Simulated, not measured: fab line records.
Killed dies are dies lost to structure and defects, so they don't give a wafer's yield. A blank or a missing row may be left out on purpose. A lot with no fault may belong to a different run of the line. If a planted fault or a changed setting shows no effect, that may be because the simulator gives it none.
Code-filled problem report in 8D (eight disciplines) form | flow n5_finfet | the parts of the form that need people (team, actions taken, sign-off) are left out

1. THE PROBLEM
Wafers without a fault read 39, standard deviation 11; killed_at_front_end at N5_PASSIVATION_PROBE_49 reads a mean of 112 on 3 wafers belonging to 3 lots. Measured from the usual mean, that is +6.6 standard deviations.
Seen first at day 16 13:41 on prober-01, wafer L855.1. The record has a number at this step for 9 wafers belonging to 3 lots. The rule behind "out" and "out of limits": a value lying over 4 standard deviations away from the usual mean. Any other wafer with a number is counted as sound.

2. WHAT IT IS, AND WHAT IT ISN'T
question                    | is                     | is not
which readings at this step | killed_at_front_end    | killed_at_M0_to_M3, killed_at_M4_up, killed_at_contacts, killed_at_other, killed_open, killed_short, sort_bin_6_memory
which lots                  | L855, L856, L859       | -
which wafers of those lots  | L855.1, L856.3, L859.1 | L855.4, L855.5, L856.4, L856.5, L859.4, L859.5
read on which tools         | prober-01, prober-02   | -
when                        | from day 16 13:41      | up to then (0 sound wafers); but 6 sound wafers of L855, L856, L859 came after

3. THE SUSPECTS, EACH WITH WHAT RULES IT OUT
Counting: if a tool at a process step up to the reading ran every lot that is out, it stays a suspect. Sound lots after the first of them don't rule it out here, since some wafers of a struck lot are sound.
- plasma_asher-01 at N5_HKMG_FIN_STRIP_19 (strips in N2/H2, time 360 s): kept. It ran every lot that is out, first L855 (day 8 07:38).
- Within plasma_asher-01 at N5_HKMG_FIN_STRIP_19, the wafers that are out were processed in chamber 0 and their sound lot-mates in chamber 1.
Remaining after the count: plasma_asher-01 at N5_HKMG_FIN_STRIP_19.

4. THE CAUSE (what the simulator had put in)
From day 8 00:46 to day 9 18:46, plasma_asher-01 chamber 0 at N5_HKMG_FIN_STRIP_19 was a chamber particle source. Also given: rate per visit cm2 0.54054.
After counting, this tool was the only one left.

5. THE CHAIN OF EFFECTS, in route order
Each row: a reading whose mean over the struck wafers that have a number lies more than 3 standard deviations from the usual. Readings are gone through only where the record gives a usual standard deviation; hours: the median, over the lots, of the time from a lot's start at the first step in this table giving one to that lot's start at this step; sigmas: the change measured in usual standard deviations.
hours | step                    | reading              | usual  | on struck wafers | change | sigmas
0     | N5_PASSIVATION_PROBE_49 | defect_limited_yield | 91.3 % | 85.1             | -6.2   | -4.2
0     | N5_PASSIVATION_PROBE_49 | killed_at_front_end  | 39     | 112              | +73    | +6.6
0     | N5_PASSIVATION_PROBE_49 | killed_dies          | 103    | 176              | +73    | +4.3
0     | N5_PASSIVATION_PROBE_49 | killed_on_rim        | 14     | 28               | +14    | +3.3
0     | N5_PASSIVATION_PROBE_49 | sort_bin_5_function  | 5.1 %  | 9.0              | +3.9   | +4.1
0     | N5_PASSIVATION_PROBE_49 | sort_n_pass          | 1077   | 1004             | -73    | -4.3
0     | N5_PASSIVATION_PROBE_49 | sort_yield_pct       | 91.3 % | 85.1             | -6.2   | -4.2
It contains these process steps:
- N5_PASSIVATION_PROBE_49

6. WHAT WOULD HAVE CAUGHT IT SOONER
The fault began at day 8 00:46; the first out-of-limits reading in this record came at day 16 13:41, 205 hours later.
Tool readings at N5_HKMG_FIN_STRIP_19 with a usual standard deviation given in the record: none out on any struck wafer, hence no alarm at a limit of 4 standard deviations on them.
By day 16 13:41, every lot that is out (3) had started N5_HKMG_FIN_STRIP_19 on plasma_asher-01. Holding the tool at that point would not have protected any of them.
